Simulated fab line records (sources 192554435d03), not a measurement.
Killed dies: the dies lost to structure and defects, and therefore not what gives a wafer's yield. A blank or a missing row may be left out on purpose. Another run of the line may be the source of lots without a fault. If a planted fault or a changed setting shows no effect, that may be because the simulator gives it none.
What tool caused it?	flow n5Finfet	22 lots with 66 wafers sampled at 3 steps, on a route of 1938 steps

== WHAT THE GAUGES READ, wafer by wafer ==
N5_BEOL_M8_INSPECT_13: inspects for defects (brightfield). Usual: 406 for rawDefectCount, sd 94.
lot	measured	on	rawDefectCount	flag
L074	day 8 17:22	defectInspect-01	272 253 281	
L075	day 9 12:41	defectInspect-01	498 480 434	
L076	day 9 19:23	defectInspect-02	423 316 410	
L077	day 9 18:08	defectInspect-02	411 357 476	
L078	day 10 05:26	defectInspect-01	321 449 300	
L079	day 10 10:04	defectInspect-02	497 402 306	
L080	day 10 11:19	defectInspect-02	458 371 504	
L081	day 10 16:56	defectInspect-01	408 426 383	
L082	day 11 08:04	defectInspect-02	341 493 312	
L083	day 11 10:18	defectInspect-01	388 471 403	
L084	day 11 11:40	defectInspect-01	355 300 406	
L085	day 11 17:14	defectInspect-02	427 318 403	
L086	day 12 16:14	defectInspect-02	352 324 353	
L088	day 12 16:25	defectInspect-01	561 589 721	
L087	day 12 16:35	defectInspect-01	319 318 280	
L089	day 13 03:59	defectInspect-01	436 503 567	
L090	day 13 09:32	defectInspect-01	513 348 368	
L092	day 13 17:33	defectInspect-01	401 360 426	
L094	day 13 20:06	defectInspect-02	337 385 268	
L091	day 14 05:52	defectInspect-01	374 408 447	
L096	day 15 05:19	defectInspect-02	324 336 457	
L097	day 15 14:29	defectInspect-01	300 362 366	

== WHAT TOOL EACH LOT RAN ON (gives the tool, then ch and the chambers of the sampled wafers, and finally the start) ==
lot	N5_BEOL_M6_ETCH_41	N5_BEOL_M6_CURE_75
L074	rieDiel-02 ch 0,1,2, day 8 05:44 or earlier	uvCure-01 ch 1, day 8 05:44
L075	rieDiel-06 ch 0,1,2, day 8 21:25 or earlier	uvCure-03 ch 0, day 8 21:25
L076	rieDiel-01 ch 0,1,2, day 9 02:01 or earlier	uvCure-03 ch 0, day 9 02:01
L077	rieDiel-01 ch 1,3, day 9 02:36 or earlier	uvCure-02 ch 0, day 9 02:36
L078	rieDiel-02 ch 1,2,3, day 9 18:37 or earlier	uvCure-03 ch 2, day 9 18:37
L079	rieDiel-01 ch 0,1,2, day 9 21:26 or earlier	uvCure-02 ch 1, day 9 21:26
L080	rieDiel-06 ch 1,2,3, day 10 00:14 or earlier	uvCure-02 ch 0, day 10 00:14
L081	rieDiel-02 ch 0,3, day 10 04:19 or earlier	uvCure-01 ch 1, day 10 04:19
L082	rieDiel-02 ch 2,3, day 10 20:44 or earlier	uvCure-03 ch 0, day 10 20:44
L083	rieDiel-06 ch 0,1,2, day 10 22:47 or earlier	uvCure-03 ch 2, day 10 22:47
L084	rieDiel-02 ch 0,1,2, day 11 01:50 or earlier	uvCure-03 ch 0, day 11 01:50
L085	rieDiel-06 ch 1,2, day 11 03:43 or earlier	uvCure-02 ch 2, day 11 03:43
L086	rieDiel-01 ch 1,2, day 12 00:28 or earlier	uvCure-01 ch 0, day 12 00:28
L088	rieDiel-06 ch 0,2,3, day 12 02:56 or earlier	uvCure-02 ch 2, day 12 02:56
L087	rieDiel-02 ch 0,3, day 12 05:12 or earlier	uvCure-02 ch 0, day 12 05:12
L089	rieDiel-02 ch 0,3, day 12 09:19 or earlier	uvCure-01 ch 1, day 12 09:19
L090	rieDiel-01 ch 2,3, day 12 21:15 or earlier	uvCure-03 ch 2, day 12 21:15
L092	rieDiel-02 ch 0,3, day 13 06:17 or earlier	uvCure-02 ch 0, day 13 06:17
L094	rieDiel-02 ch 1,3, day 13 07:53 or earlier	uvCure-02 ch 2, day 13 07:53
L091	rieDiel-02 ch 0,1, day 13 19:34 or earlier	uvCure-02 ch 0, day 13 19:34
L096	rieDiel-06 ch 0,1,2, day 14 12:53 or earlier	uvCure-01 ch 2, day 14 12:53
L097	rieDiel-02 ch 0,1, day 15 03:17 or earlier	uvCure-03 ch 0, day 15 03:17
- N5_BEOL_M6_ETCH_41: etches SiCN in CH3F/O2, target depth 29.7 nm, time 52 s.
- N5_BEOL_M6_CURE_75: cures SiCOH lowk, time 120 s.

== AS READ BY THE TOOLS THEMSELVES (means over the sampled wafers that have a number; for cases with no such wafer, the mark the record gives instead) ==
N5_BEOL_M6_ETCH_41. Usual: drypumpMotorCurrentA 5.6 A, standard deviation 0.53; oesProductAu 0.81 a.u., standard deviation 0.059; rfFwdPowerW 390.9 W, standard deviation 1.6; rfVppV 297.5 V, standard deviation 1.7; showerheadPlenumPTorr 2.01 Torr, standard deviation 0.078; throttleValvePct 16.26 %, standard deviation 0.16.
lot	tool	drypumpMotorCurrentA (A)	oesProductAu (a.u.)	rfFwdPowerW (W)	rfVppV (V)	showerheadPlenumPTorr (Torr)	throttleValvePct (%)	flag
L074	rieDiel-02	5.7	0.84	389.9	298.4	2.06	16.05	
L075	rieDiel-06	5.8	0.85	391.8	298.4	2.06	16.30	
L076	rieDiel-01	5.9	0.78	390.1	296.2	1.95	16.38	
L077	rieDiel-01	5.5	0.73	391.7	297.1	1.97	16.42	
L078	rieDiel-02	5.4	0.81	389.7	297.4	2.01	16.19	
L079	rieDiel-01	5.9	0.77	390.9	296.6	1.94	16.40	
L080	rieDiel-06	5.7	0.83	390.8	298.1	2.05	16.32	
L081	rieDiel-02	5.5	0.83	391.3	296.9	2.00	16.17	
L082	rieDiel-02	5.1	0.80	391.6	297.2	1.98	16.33	
L083	rieDiel-06	5.8	0.83	394.0	298.8	2.05	16.33	
L084	rieDiel-02	5.7	0.80	389.6	299.3	2.05	16.10	
L085	rieDiel-06	5.8	0.84	391.7	298.0	2.05	16.38	
L086	rieDiel-01	6.0	0.80	390.8	296.3	1.96	16.25	
L088	rieDiel-06	5.3	0.84	391.7	299.7	2.11	16.30	
L087	rieDiel-02	5.1	0.79	391.6	295.8	1.96	16.31	
L089	rieDiel-02	5.4	0.81	391.3	296.1	1.99	16.21	
L090	rieDiel-01	6.2	0.83	390.8	296.0	1.94	16.19	
L092	rieDiel-02	5.1	0.78	390.0	295.9	1.96	16.34	
L094	rieDiel-02	5.0	0.78	391.3	295.2	1.95	16.32	
L091	rieDiel-02	5.7	0.79	390.4	297.6	2.01	16.08	
L096	rieDiel-06	5.8	0.80	392.5	298.2	2.04	16.38	
L097	rieDiel-02	5.8	0.78	389.2	298.1	2.01	16.13	

N5_BEOL_M6_CURE_75. Usual: lampPowerPct 52.31 %, standard deviation 0.055; wafer_temp_C_max 371.4, standard deviation 0.6.
lot	tool	lampPowerPct (%)	wafer_temp_C_max	flag
L074	uvCure-01	52.30	370.7	
L075	uvCure-03	52.34	371.4	
L076	uvCure-03	52.40	371.2	
L077	uvCure-02	52.26	370.9	
L078	uvCure-03	52.31	372.2	
L079	uvCure-02	52.31	371.0	
L080	uvCure-02	52.33	370.9	
L081	uvCure-01	52.30	371.0	
L082	uvCure-03	52.32	371.3	
L083	uvCure-03	52.30	372.6	
L084	uvCure-03	52.30	371.4	
L085	uvCure-02	52.30	370.9	
L086	uvCure-01	52.35	371.5	
L088	uvCure-02	52.34	371.3	
L087	uvCure-02	52.25	371.1	
L089	uvCure-01	52.29	370.8	
L090	uvCure-03	52.32	372.5	
L092	uvCure-02	52.26	370.8	
L094	uvCure-02	52.32	371.3	
L091	uvCure-02	52.30	370.8	
L096	uvCure-01	52.33	372.2	
L097	uvCure-03	52.32	371.4	

== THE ANSWER, worked out from the rows above alone ==
Rule: lot off if the mean of its wafers having a number is beyond 3 standard deviations from the usual mean. Also off: a lot with no number at a reading for which 4 or more lots have one. The other lots that the step has rows for count as sound. After the gauges, taken in route order, come the tools' own readings; for these a lot's mean is taken, as printed above. At the first step where some lot is off, the reading lying furthest off is the one used; lots without a number count as furthest.
No lot is off on any of the readings shown, so nothing can be concluded from this.

== WHAT THE SIMULATOR HAD INSERTED ==
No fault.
